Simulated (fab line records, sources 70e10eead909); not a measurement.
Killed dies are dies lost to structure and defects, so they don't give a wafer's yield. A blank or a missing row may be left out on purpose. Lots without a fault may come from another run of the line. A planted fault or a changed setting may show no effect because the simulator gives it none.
Which tool did it? | flow nand_harc | 14 lots, 42 wafers sampled, at 4 steps of a route of 1159

WHAT THE GAUGES READ, wafer by wafer
The record holds no reading of a measuring or inspecting step that can be judged against a usual standard deviation.

WHICH TOOL RAN EACH LOT (tool, then ch and the chambers of the sampled wafers, then the start)
lot  | NHARC_A_STAIRCASE_PEB_215         | NHARC_A_STAIRCASE_ETCH_225     | NHARC_A_STAIRCASE_TRIM_226     | NHARC_A_STAIRCASE_ETCH_227
L745 | litho_track-02 ch 0, day 10 22:16 | rie_diel-11 ch 1,2,3, no start | rie_diel-11 ch 0,1, no start   | rie_diel-11 ch 1,2,3, no start
L746 | litho_track-03 ch 0, day 11 14:05 | rie_diel-05 ch 0,2,3, no start | rie_diel-05 ch 0,1,3, no start | rie_diel-05 ch 1,2, no start
L753 | litho_track-02, day 13 01:08      | rie_diel-12 ch 0,1,2, no start | rie_diel-12 ch 0,3, no start   | rie_diel-12 ch 0,1, no start
L754 | litho_track-05, day 13 01:40      | rie_diel-05 ch 2,3, no start   | rie_diel-05 ch 1,2,3, no start | rie_diel-05 ch 0,1,3, no start
L758 | litho_track-03 ch 0, day 14 04:43 | rie_diel-11 ch 0,2,3, no start | rie_diel-11 ch 0,1,3, no start | rie_diel-11 ch 2,3, no start
L757 | litho_track-03 ch 0, day 14 05:00 | rie_diel-12 ch 1,3, no start   | rie_diel-12 ch 0,3, no start   | rie_diel-12 ch 1,2,3, no start
L759 | litho_track-02 ch 0, day 15 02:35 | rie_diel-12 ch 2,3, no start   | rie_diel-12 ch 2,3, no start   | rie_diel-12 ch 0,3, no start
L760 | litho_track-03 ch 0, day 15 07:16 | rie_diel-12 ch 0,1,2, no start | rie_diel-12 ch 0,2,3, no start | rie_diel-12 ch 0,1, no start
L762 | litho_track-05 ch 0, day 15 09:27 | rie_diel-11 ch 0,1,3, no start | rie_diel-11 ch 1,3, no start   | rie_diel-11 ch 1,3, no start
L764 | litho_track-03 ch 0, day 15 09:46 | rie_diel-12 ch 2,3, no start   | rie_diel-12 ch 0,1,3, no start | rie_diel-12 ch 2,3, no start
L763 | litho_track-05 ch 0, day 15 19:32 | rie_diel-11 ch 0,2,3, no start | rie_diel-11 ch 1,2,3, no start | rie_diel-11 ch 0,1,3, no start
L767 | litho_track-03 ch 0, day 16 10:13 | rie_diel-12 ch 2,3, no start   | rie_diel-12 ch 2,3, no start   | rie_diel-12 ch 0,1,2, no start
L765 | litho_track-05 ch 0, day 16 14:19 | rie_diel-12 ch 0,1, no start   | rie_diel-12 ch 1,2,3, no start | rie_diel-12 ch 1,2,3, no start
L766 | litho_track-05 ch 0, day 16 22:34 | rie_diel-11 ch 0,2, no start   | rie_diel-11 ch 0,2,3, no start | rie_diel-11 ch 0,2, no start
- NHARC_A_STAIRCASE_PEB_215: peb time 130 s.
- NHARC_A_STAIRCASE_ETCH_225: etches the open film in C4F8/O2, target depth 100 nm, time 40.5 s.
- NHARC_A_STAIRCASE_TRIM_226: chemistry O2, time 211.2 s.
- NHARC_A_STAIRCASE_ETCH_227: etches the open film in C4F8/O2, target depth 100 nm, time 40.5 s.

WHAT THE TOOLS THEMSELVES READ (means of the sampled wafers that have a number; where no wafer has one, the mark that the record gives instead)
NHARC_A_STAIRCASE_PEB_215. Usual: chill_plate_temp_C 23.00 C, standard deviation 0.11; exhaust_pa 44.8 Pa, standard deviation 0.88; heater_power_total_W 123.87 W, standard deviation 0.19.
lot  | tool           | chill_plate_temp_C (C) | exhaust_pa (Pa) | heater_power_total_W (W) | flag
L745 | litho_track-02 | 23.06                  | 45.0            | 123.91                   |
L746 | litho_track-03 | 23.18                  | 45.5            | 123.96                   |
L753 | litho_track-02 | -                      | -               | -                        | OFF
L754 | litho_track-05 | -                      | -               | -                        | OFF
L758 | litho_track-03 | 22.96                  | 45.1            | 123.77                   |
L757 | litho_track-03 | 23.05                  | 44.0            | 123.87                   |
L759 | litho_track-02 | 22.88                  | 44.1            | 123.92                   |
L760 | litho_track-03 | 22.95                  | 45.5            | 123.94                   |
L762 | litho_track-05 | 23.06                  | 45.0            | 123.86                   |
L764 | litho_track-03 | 22.90                  | 44.3            | 123.71                   |
L763 | litho_track-05 | 23.09                  | 45.3            | 123.89                   |
L767 | litho_track-03 | 22.90                  | 44.7            | 123.86                   |
L765 | litho_track-05 | 22.97                  | 43.7            | 123.82                   |
L766 | litho_track-05 | 23.07                  | 44.0            | 123.63                   |

NHARC_A_STAIRCASE_ETCH_225. Usual: bias_w 1000 W, standard deviation 3.3; oes_product_au 0.934 a.u., standard deviation 0.013; rf_vpp_V 897 V, standard deviation 6.8.
lot  | tool        | bias_w (W) | oes_product_au (a.u.) | rf_vpp_V (V) | flag
L745 | rie_diel-11 | 999        | 0.946                 | 900          |
L746 | rie_diel-05 | 997        | 0.940                 | 891          |
L753 | rie_diel-12 | 999        | 0.923                 | 898          |
L754 | rie_diel-05 | 1000       | 0.954                 | 887          |
L758 | rie_diel-11 | 1002       | 0.947                 | 894          |
L757 | rie_diel-12 | 1004       | 0.945                 | 902          |
L759 | rie_diel-12 | 1005       | 0.940                 | 896          |
L760 | rie_diel-12 | 1000       | 0.929                 | 898          |
L762 | rie_diel-11 | 1001       | 0.950                 | 894          |
L764 | rie_diel-12 | 998        | 0.932                 | 897          |
L763 | rie_diel-11 | 1000       | 0.943                 | 893          |
L767 | rie_diel-12 | 1001       | 0.924                 | 893          |
L765 | rie_diel-12 | 1000       | 0.916                 | 903          |
L766 | rie_diel-11 | 1000       | 0.915                 | 895          |

NHARC_A_STAIRCASE_TRIM_226. Usual: drypump_motor_current_A 5.8 A, standard deviation 0.44; oes_product_au 0.997 a.u., standard deviation 0.013; rf_vpp_V 57.8 V, standard deviation 0.9; showerhead_plenum_p_Torr 3.56 Torr, standard deviation 0.18; throttle_valve_pct 17.036 %, standard deviation 0.0089.
lot  | tool        | drypump_motor_current_A (A) | oes_product_au (a.u.) | rf_vpp_V (V) | showerhead_plenum_p_Torr (Torr) | throttle_valve_pct (%) | flag
L745 | rie_diel-11 | 5.7                         | 1.009                 | 57.3         | 3.64                            | 17.051                 |
L746 | rie_diel-05 | 5.7                         | 0.999                 | 57.9         | 3.43                            | 17.039                 |
L753 | rie_diel-12 | 5.7                         | 0.996                 | 58.0         | 3.65                            | 17.030                 |
L754 | rie_diel-05 | 6.1                         | 1.001                 | 57.8         | 3.38                            | 17.038                 |
L758 | rie_diel-11 | 6.0                         | 1.014                 | 57.4         | 3.48                            | 17.034                 |
L757 | rie_diel-12 | 5.9                         | 0.998                 | 58.4         | 3.65                            | 17.035                 |
L759 | rie_diel-12 | 5.4                         | 0.996                 | 58.1         | 3.44                            | 17.041                 |
L760 | rie_diel-12 | 5.6                         | 0.997                 | 57.8         | 3.54                            | 17.030                 |
L762 | rie_diel-11 | 6.0                         | 1.009                 | 56.9         | 3.60                            | 17.034                 |
L764 | rie_diel-12 | 5.9                         | 0.982                 | 58.2         | 3.69                            | 17.033                 |
L763 | rie_diel-11 | 6.1                         | 0.996                 | 58.0         | 3.61                            | 17.041                 |
L767 | rie_diel-12 | 5.4                         | 0.996                 | 57.5         | 3.43                            | 17.033                 |
L765 | rie_diel-12 | 5.6                         | 1.006                 | 58.7         | 3.58                            | 17.036                 |
L766 | rie_diel-11 | 6.2                         | 0.997                 | 57.9         | 3.48                            | 17.039                 |

NHARC_A_STAIRCASE_ETCH_227. Usual: bias_w 1000 W, standard deviation 3.4; oes_product_au 0.936 a.u., standard deviation 0.013; rf_vpp_V 897 V, standard deviation 6.4.
lot  | tool        | bias_w (W) | oes_product_au (a.u.) | rf_vpp_V (V) | flag
L745 | rie_diel-11 | 1000       | 0.953                 | 900          |
L746 | rie_diel-05 | 999        | 0.941                 | 892          |
L753 | rie_diel-12 | 1001       | 0.927                 | 905          |
L754 | rie_diel-05 | 1000       | 0.939                 | 892          |
L758 | rie_diel-11 | 1001       | 0.959                 | 894          |
L757 | rie_diel-12 | 1000       | 0.942                 | 899          |
L759 | rie_diel-12 | 1001       | 0.946                 | 899          |
L760 | rie_diel-12 | 1000       | 0.926                 | 901          |
L762 | rie_diel-11 | 1003       | 0.945                 | 899          |
L764 | rie_diel-12 | 999        | 0.938                 | 895          |
L763 | rie_diel-11 | 1000       | 0.948                 | 894          |
L767 | rie_diel-12 | 999        | 0.920                 | 898          |
L765 | rie_diel-12 | 997        | 0.937                 | 897          |
L766 | rie_diel-11 | 1003       | 0.928                 | 900          |

THE ANSWER, worked out from the rows above alone
Rule: a lot is off if the mean of its wafers that have a number lies more than 3 standard deviations from the usual mean. A lot without any number at a reading at which 4 lots or more have one is off too. The other lots that the step has rows for count as sound. The gauges are gone through in route order, then the tools' own readings, and for those a lot's mean is taken as printed above. The first step at which some lot is off is used, and at that step the reading that is off furthest; a lot without a number counts as furthest.
Off: L753, L754, at NHARC_A_STAIRCASE_PEB_215 (chill_plate_temp_C). Without a number there: L753, L754.
A tool fits if, at that step or a process step before it, it ran every lot that is off, and no sound lot after the first of them. None of those tried fits.

WHAT THE SIMULATOR HAD PUT IN
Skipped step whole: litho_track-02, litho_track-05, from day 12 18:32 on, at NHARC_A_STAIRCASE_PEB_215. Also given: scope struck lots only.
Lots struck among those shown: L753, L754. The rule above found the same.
